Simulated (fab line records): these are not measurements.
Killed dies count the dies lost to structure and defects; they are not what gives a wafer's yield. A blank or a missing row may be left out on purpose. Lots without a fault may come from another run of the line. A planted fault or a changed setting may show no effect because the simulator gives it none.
Matching of chambers :: flow nandHarc :: NHARC_P_M0_PRE_CLEAN_31 on pecvd-01: 3 sister chambers
The step time 12 s. 6 wafers are shown with their chamber, then 8 later ones without.

WAFERS, EACH WITH ITS CHAMBER
wafer: L082.2
chamber: 0
heaterPowerW (W): 591

wafer: L086.3
chamber: 1
heaterPowerW (W): 607

wafer: L089.2
chamber: 2
heaterPowerW (W): 625

wafer: L089.4
chamber: 1
heaterPowerW (W): 651

wafer: L089.5
chamber: 2
heaterPowerW (W): 623

wafer: L091.3
chamber: 0
heaterPowerW (W): 579

WAFERS MISSING THEIR CHAMBER
wafer: L091.4
heaterPowerW (W): 595

wafer: L091.6
heaterPowerW (W): 604

wafer: L092.2
heaterPowerW (W): 639

wafer: L092.4
heaterPowerW (W): 654

wafer: L092.5
heaterPowerW (W): 582

wafer: L096.1
heaterPowerW (W): 557

wafer: L096.4
heaterPowerW (W): 549

wafer: L096.6
heaterPowerW (W): 561

CHAMBER TAKEN BY EACH
wafer: L091.4
from the rows above: can't be placed: 0 or 2 or 1
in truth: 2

wafer: L091.6
from the rows above: can't be placed: 0 or 2 or 1
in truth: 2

wafer: L092.2
from the rows above: can't be placed: 1 or 2
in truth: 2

wafer: L092.4
from the rows above: can't be placed: 1 or 2
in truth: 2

wafer: L092.5
from the rows above: 0
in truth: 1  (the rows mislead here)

wafer: L096.1
from the rows above: 0
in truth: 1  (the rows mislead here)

wafer: L096.4
from the rows above: 0
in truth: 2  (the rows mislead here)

wafer: L096.6
from the rows above: 0
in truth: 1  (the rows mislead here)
Correct placement for 0 of the 8. Cannot be placed on the basis of these rows: 4; the candidates contain the true chamber in 4. Placed wrongly: 4.
How it was worked out, from the rows above alone: a wafer's distance from a chamber is the root of the sum, over the readings, of the square of ((its reading less the chamber's mean) divided by the reading's scatter). If the next closest chamber is less than 2 further off than the closest, the wafer can't be placed; otherwise it belongs to the closest. The mean given for a chamber averages the wafers shown for that chamber. How the scatter is found: for the shown wafers, subtract from each reading the mean of its chamber, square and add these, divide the total by (wafers less chambers), then take the root.
